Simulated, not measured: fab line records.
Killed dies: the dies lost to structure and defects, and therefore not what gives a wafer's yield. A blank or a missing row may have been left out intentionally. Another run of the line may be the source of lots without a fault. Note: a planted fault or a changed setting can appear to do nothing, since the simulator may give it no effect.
Chamber matching + flow nandHarc + NHARC_A_SGD_CUT_DEP_00 on pecvd-03 has 3 sister chambers
The step deposits SiNx, target thk 50 nm. 16 wafers are shown with their chamber, then 8 later ones without.

== WAFERS WITH THEIR CHAMBER ==
| wafer  | chamber | heaterPowerW (W) | rfFwdPowerW (W) |
|--------|---------|------------------|-----------------|
| L074.1 | 0       | 604              | 448.7           |
| L074.2 | 1       | 811              | 446.3           |
| L074.3 | 2       | 699              | 445.4           |
| L078.2 | 0       | 563              | 447.2           |
| L078.5 | 1       | 756              | 446.6           |
| L078.6 | 0       | 554              | 449.3           |
| L079.1 | 0       | 665              | 445.3           |
| L079.4 | 2       | 662              | 447.2           |
| L079.6 | 1       | 820              | 448.0           |
| L083.1 | 2       | 783              | 447.4           |
| L083.2 | 1       | 817              | 447.9           |
| L083.5 | 2       | 778              | 445.9           |
| L082.1 | 1       | 833              | 445.1           |
| L082.2 | 2       | 762              | 449.0           |
| L082.5 | 1       | 820              | 446.1           |
| L088.1 | 0       | 679              | 451.7           |

SIGNATURES, as means of the wafers listed above
| reading      | chamber 0 | chamber 1 | chamber 2 | scatter within a chamber |
|--------------|-----------|-----------|-----------|--------------------------|
| heaterPowerW | 613.00    | 809.50    | 736.80    | 46.7                     |
| rfFwdPowerW  | 448.440   | 446.667   | 446.980   | 1.69                     |
Rule: for a wafer and a chamber, the distance is found by dividing, reading by reading, the gap between the wafer's reading and the chamber's mean by the reading's scatter, squaring, summing and taking the root. If the next closest chamber is less than 2 further off than the closest, the wafer can't be placed; otherwise it belongs to the closest. The scatter is the square root of a quotient: the sum, over the shown wafers, of each reading's squared deviation from its chamber's mean, divided by wafers minus chambers.

== WAFERS MISSING THEIR CHAMBER ==
| wafer  | heaterPowerW (W) | rfFwdPowerW (W) |
|--------|------------------|-----------------|
| L088.4 | 752              | 447.5           |
| L088.5 | 750              | 450.1           |
| L085.1 | 674              | 449.8           |
| L085.4 | 818              | 446.4           |
| L085.6 | 725              | 446.2           |
| L091.1 | 769              | 447.9           |
| L091.2 | 788              | 447.9           |
| L091.3 | 567              | 450.6           |

== THE CHAMBER EACH PASSED THROUGH ==
| wafer  | from the rows above          | in truth |
|--------|------------------------------|----------|
| L088.4 | can't be placed: 2 or 1      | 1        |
| L088.5 | can't be placed: 2 or 1 or 0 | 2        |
| L085.1 | can't be placed: 0 or 2 or 1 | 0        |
| L085.4 | can't be placed: 1 or 2      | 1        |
| L085.6 | can't be placed: 2 or 1      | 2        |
| L091.1 | can't be placed: 2 or 1      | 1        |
| L091.2 | can't be placed: 1 or 2      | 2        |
| L091.3 | 0                            | 0        |
Correctly placed: 1 of 8. From these rows, 7 cannot be placed; in 7 the true chamber is one of the candidates. Number placed wrongly: 0.
